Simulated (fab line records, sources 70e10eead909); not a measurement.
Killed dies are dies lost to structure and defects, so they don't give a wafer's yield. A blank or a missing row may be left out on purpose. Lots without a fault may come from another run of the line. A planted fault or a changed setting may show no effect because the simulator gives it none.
Which tool did it? | flow nand_harc | 6 lots, 18 wafers sampled, at 5 steps of a route of 1159

WHAT THE GAUGES READ, wafer by wafer
NHARC_END_SORT_01.
lot  | measured     | on        | killed_at_array
L594 | day 24 14:04 | prober-01 | 91 95 127
L598 | day 25 04:38 | prober-02 | 91 87 124

WHICH TOOL RAN EACH LOT (tool, then ch and the chambers of the sampled wafers, then the start)
lot  | NHARC_A_CONTACT_DEP_84        | NHARC_THIN_TSV_DEGAS_49      | NHARC_THIN_TSV_DESCUM_35           | NHARC_THIN_TSV_STRIP_56
L587 | acl_dep-03 ch 0, day 17 01:44 | pvd_sputter-01, day 18 23:34 | rie_diel-10 ch 1,2,3, day 19 02:55 | plasma_asher-01 ch 0, day 19 03:25
L594 | acl_dep-03 ch 0, day 19 11:10 | pvd_sputter-03, day 23 14:13 | rie_diel-08 ch 1,2, day 23 17:29   | plasma_asher-02 ch 0,1, day 23 18:43
L598 | acl_dep-03 ch 0, day 19 23:20 | pvd_sputter-02, day 23 16:51 | rie_diel-01 ch 1,3, day 23 20:08   | plasma_asher-02 ch 0,1, day 23 20:59
L603 | acl_dep-02 ch 0, day 21 07:07 | pvd_sputter-02, day 23 23:49 | rie_diel-10 ch 0,2, day 24 03:03   | plasma_asher-02 ch 0,1, day 24 03:37
L605 | acl_dep-01 ch 0, day 22 07:10 | pvd_sputter-01, day 24 10:30 | rie_diel-10 ch 0,3, day 24 13:49   | plasma_asher-01 ch 0,1, day 24 14:22
L609 | acl_dep-02 ch 0, day 22 22:17 | pvd_sputter-01, day 24 19:38 | rie_diel-08 ch 1,2,3, day 24 22:58 | plasma_asher-02 ch 0,1, day 24 23:31
- NHARC_A_CONTACT_DEP_84: deposits aC, target thk 2000 nm.
- NHARC_THIN_TSV_DEGAS_49: time 120 s.
- NHARC_THIN_TSV_DESCUM_35: chemistry O2, time 3 s.
- NHARC_THIN_TSV_STRIP_56: strips in O2.

THE ANSWER, worked out from the rows above alone
Rule: what is usual is taken from the lots themselves. Put in order of their means at a reading, lots are off if they are a third of the lots or fewer, leave a main group of 4 or more, and stand apart from it by a gap of 3 or more times the standard deviation of the main group's means; of several such gaps the widest counts. A main group whose means are all the same, to the digits that the tables above print for the reading, isn't used. A lot without any number at a reading at which 4 lots or more have one is off too. The other lots that the step has rows for count as sound.
No lot is off at any reading shown: from this, nothing can be told.

WHAT THE SIMULATOR HAD PUT IN
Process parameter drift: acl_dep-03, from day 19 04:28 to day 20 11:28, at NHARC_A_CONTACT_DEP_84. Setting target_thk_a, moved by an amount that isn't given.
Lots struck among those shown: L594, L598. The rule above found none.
